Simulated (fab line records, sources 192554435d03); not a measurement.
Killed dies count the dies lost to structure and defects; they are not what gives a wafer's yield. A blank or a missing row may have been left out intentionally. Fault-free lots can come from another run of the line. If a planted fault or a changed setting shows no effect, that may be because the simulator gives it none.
What tool caused it? -- flow n5_finfet -- 12 lots with 33 wafers sampled at 5 steps, on a route of 1938 steps

WHAT EACH GAUGE READ, for each wafer
N5_BEOL_M11_INSPECT_58: inspects for defects (darkfield). Usual: raw_defect_count reads 74 (standard deviation 21).
lot,measured,on,raw_defect_count,flag
L170,day 11 03:40,defect_inspect-02,63 77 82,
L171,day 11 04:04,defect_inspect-02,82 77 54,
L172,day 11 12:22,defect_inspect-01,61 85 87,
L173,day 11 22:27,defect_inspect-02,94 76 64,
L176,day 12 16:26,defect_inspect-01,62 60,
L175,day 12 17:18,defect_inspect-01,38 51,
L177,day 12 17:46,defect_inspect-01,67 71,
L178,day 13 11:50,defect_inspect-01,56 93 96,
L181,day 14 02:38,defect_inspect-01,46 67 47,
L190,day 17 02:15,defect_inspect-01,101 81 56,
L193,day 17 08:59,defect_inspect-01,73 69 88,
L192,day 17 11:12,defect_inspect-02,100 84 78,

WHAT TOOL EACH LOT RAN ON (gives the tool, then ch and the chambers of the sampled wafers, and finally the start)
lot,N5_BEOL_M11_STRIP_77,N5_BEOL_M11_PRE_CLEAN_45,N5_BEOL_M11_ECD_50,N5_BEOL_M11_CMP_52
L170,"rie_diel-06 ch 0,1,3, day 11 01:53 or earlier","pvd_sputter-03, day 11 01:53","ecd_cu-01 ch 0,1, day 11 02:47","cmp-04 ch 0,1,3, day 11 03:14"
L171,"rie_diel-05 ch 0,2, day 11 02:04 or earlier","pvd_sputter-01, day 11 02:04","ecd_cu-01 ch 0,1, day 11 03:08","cmp-02 ch 0,1,2, day 11 03:38"
L172,"rie_diel-06 ch 1,3, day 11 10:47 or earlier","pvd_sputter-01, day 11 10:47","ecd_cu-01 ch 0,1, day 11 11:31","cmp-01 ch 0,3, day 11 11:55"
L173,"rie_diel-05 ch 0,1,3, day 11 18:31 or earlier","pvd_sputter-03, day 11 18:31","ecd_cu-02 ch 0,1, day 11 21:07","cmp-02 ch 0,1,3, day 11 22:02"
L176,"rie_diel-05 ch 0,2, day 12 14:41 or earlier","pvd_sputter-01, day 12 14:41","ecd_cu-01 ch 0,1, day 12 15:35","cmp-04 ch 1, day 12 16:02"
L175,"rie_diel-05 ch 1,3, day 12 15:27 or earlier","pvd_sputter-02, day 12 15:27","ecd_cu-01 ch 0, day 12 16:17","cmp-01 ch 0,2, day 12 16:58"
L177,"rie_diel-06 ch 1,3, day 12 16:01 or earlier","pvd_sputter-02, day 12 16:01","ecd_cu-01 ch 0, day 12 16:55","cmp-02 ch 2, day 12 17:19"
L178,"rie_diel-06 ch 1,2, day 13 10:02 or earlier","pvd_sputter-01, day 13 10:02","ecd_cu-01 ch 1, day 13 10:47","cmp-02 ch 0,3, day 13 11:23"
L181,"rie_diel-06 ch 0,2,3, day 14 00:57 or earlier","pvd_sputter-01, day 14 00:57","ecd_cu-01 ch 0,1, day 14 01:45","cmp-02 ch 1,2, day 14 02:11"
L190,"rie_diel-06 ch 1,2,3, day 16 19:32 or earlier","pvd_sputter-01, day 16 19:32","ecd_cu-02 ch 0,1, day 16 22:15","cmp-02 ch 1,2, day 17 01:50"
L193,"rie_diel-06 ch 0,2,3, day 17 07:22 or earlier","pvd_sputter-01, day 17 07:22","ecd_cu-02 ch 0,1, day 17 08:08","cmp-01 ch 1,3, day 17 08:32"
L192,"rie_diel-05 ch 0,1,3, day 17 09:14 or earlier","pvd_sputter-03, day 17 09:14","ecd_cu-01 ch 0,1, day 17 09:55","cmp-04 ch 0,1,2, day 17 10:50"
- N5_BEOL_M11_STRIP_77: strips in N2/H2, time 10 s.
- N5_BEOL_M11_PRE_CLEAN_45: time 30 s.
- N5_BEOL_M11_ECD_50: material Cu, target thk 318 nm.
- N5_BEOL_M11_CMP_52: polishes, stops on SiCOH lowk, t overpolish 7 s, target thk 140 nm.

WHAT THE TOOLS THEMSELVES READ (means of the sampled wafers that have a number; where no wafer has one, the mark that the record gives instead)
N5_BEOL_M11_STRIP_77. Usual: drypump_motor_current_A 5.72 A, standard deviation 0.28; oes_product_au 0.77 a.u., standard deviation 0.071; rf_vpp_V 59.1 V, standard deviation 0.8; showerhead_plenum_p_Torr 2.52 Torr, standard deviation 0.1; throttle_valve_pct 23.73 %, standard deviation 0.28.
lot,tool,drypump_motor_current_A (A),oes_product_au (a.u.),rf_vpp_V (V),showerhead_plenum_p_Torr (Torr),throttle_valve_pct (%),flag
L170,rie_diel-06,5.70,0.78,58.9,2.44,23.68,
L171,rie_diel-05,5.46,0.86,59.4,2.56,23.76,
L172,rie_diel-06,5.73,0.74,59.2,2.43,23.71,
L173,rie_diel-05,5.73,0.81,59.4,2.61,23.91,
L176,rie_diel-05,5.42,0.81,59.5,2.54,23.63,
L175,rie_diel-05,5.88,0.75,59.2,2.60,23.87,
L177,rie_diel-06,5.77,0.73,58.6,2.42,23.66,
L178,rie_diel-06,5.53,0.78,59.4,2.53,23.86,
L181,rie_diel-06,5.59,0.80,59.0,2.53,23.71,
L190,rie_diel-06,5.63,0.76,58.9,2.51,23.77,
L193,rie_diel-06,5.59,0.78,59.0,2.52,23.74,
L192,rie_diel-05,5.74,0.77,59.7,2.59,23.95,

N5_BEOL_M11_PRE_CLEAN_45. Usual: heater_power_w reads 326 W (standard deviation 31).
lot,tool,heater_power_w (W),flag
L170,pvd_sputter-03,283,
L171,pvd_sputter-01,342,
L172,pvd_sputter-01,312,
L173,pvd_sputter-03,282,
L176,pvd_sputter-01,326,
L175,pvd_sputter-02,352,
L177,pvd_sputter-02,340,
L178,pvd_sputter-01,332,
L181,pvd_sputter-01,338,
L190,pvd_sputter-01,311,
L193,pvd_sputter-01,338,
L192,pvd_sputter-03,300,

N5_BEOL_M11_CMP_52. Usual: motor_current_A 6.5 A, standard deviation 0.63; time_to_endpoint_s 67 s, standard deviation 3.9.
lot,tool,motor_current_A (A),time_to_endpoint_s (s),flag
L170,cmp-04,6.7,64,
L171,cmp-02,6.1,70,
L172,cmp-01,6.3,67,
L173,cmp-02,6.2,67,
L176,cmp-04,7.1,64,
L175,cmp-01,6.8,72,
L177,cmp-02,6.2,68,
L178,cmp-02,6.6,56,
L181,cmp-02,6.5,59,
L190,cmp-02,5.8,69,
L193,cmp-01,5.7,65,
L192,cmp-04,6.9,68,

THE ANSWER, worked out from the rows above alone
Rule: take the mean of a lot's wafers that have a number; if it is more than 3 standard deviations from the usual mean, the lot is off. A lot without any number at a reading at which 4 lots or more have one is off too. The other lots that the step has rows for count as sound. The gauges are gone through in route order, then the tools' own readings, and for those a lot's mean is taken as printed above. The first step at which some lot is off is used, and at that step the reading that is off furthest; a lot without a number counts as furthest.
Nothing can be told from this: no lot is off at any reading shown.

WHAT THE SIMULATOR PUT IN
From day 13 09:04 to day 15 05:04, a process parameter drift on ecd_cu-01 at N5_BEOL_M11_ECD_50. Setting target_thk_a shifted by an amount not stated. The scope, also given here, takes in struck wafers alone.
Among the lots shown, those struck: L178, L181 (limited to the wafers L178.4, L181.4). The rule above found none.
